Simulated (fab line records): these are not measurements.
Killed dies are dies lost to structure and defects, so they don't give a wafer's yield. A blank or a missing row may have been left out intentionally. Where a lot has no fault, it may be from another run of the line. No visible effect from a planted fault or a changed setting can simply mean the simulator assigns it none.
What tool caused it? | flow n5 finfet | route of 1938 steps, sampled at 1 step: 11 lots, 33 wafers

== WHAT EACH GAUGE READ, for each wafer ==
N5_MOL_CONTACT_COAG_OVL_MEAS_09. Usual: for CA_OVL the level is 0.3 nm and the standard deviation is 0.69.
lot  | measured     | on         | CA_OVL (nm)    | flag
L215 | day 4 15:41  | overlay-01 | -1.1 -1.0 -0.4 |
L216 | day 5 01:13  | overlay-02 | 0.7 0.4 1.1    |
L218 | day 5 13:59  | overlay-01 | 1.3 1.4 0.9    |
L220 | day 6 00:42  | overlay-01 | -0.5 0.4 -0.9  |
L222 | day 6 22:38  | overlay-01 | 0.5 0.9 0.3    |
L223 | day 6 22:53  | overlay-01 | 0.1 0.6 0.9    |
L225 | day 7 17:44  | overlay-01 | 1.4 0.4 0.4    |
L233 | day 9 13:30  | overlay-02 | 0.7 0.0 1.1    |
L234 | day 10 00:01 | overlay-02 | 0.1 -0.1 0.3   |
L238 | day 10 11:14 | overlay-02 | 1.4 -0.7 0.6   |
L237 | day 10 15:30 | overlay-02 | 1.0 -0.4 -0.5  |

== WHAT TOOL EACH LOT RAN ON (gives the tool, then ch and the chambers of the sampled wafers, and finally the start) ==
Record: no process step prior to these readings.

== AS READ BY THE TOOLS THEMSELVES (means over the sampled wafers that have a number; for cases with no such wafer, the mark the record gives instead) ==
The record holds no such reading with a usual standard deviation.

== THE ANSWER, worked out from the rows above alone ==
Rule: lot off if the mean of its wafers having a number is beyond 3 standard deviations from the usual mean. Also off: a lot with no number at a reading for which 4 or more lots have one. Any other lot the step has rows for is counted as sound. First the gauges in route order, then the tools' own readings, where a lot's mean is used as printed above. The first step at which some lot is off is used, and at that step the reading that is off furthest; a lot without a number counts as furthest.
Across all readings shown, no lot is off: no conclusion can be drawn from this.

== WHAT THE SIMULATOR PUT IN ==
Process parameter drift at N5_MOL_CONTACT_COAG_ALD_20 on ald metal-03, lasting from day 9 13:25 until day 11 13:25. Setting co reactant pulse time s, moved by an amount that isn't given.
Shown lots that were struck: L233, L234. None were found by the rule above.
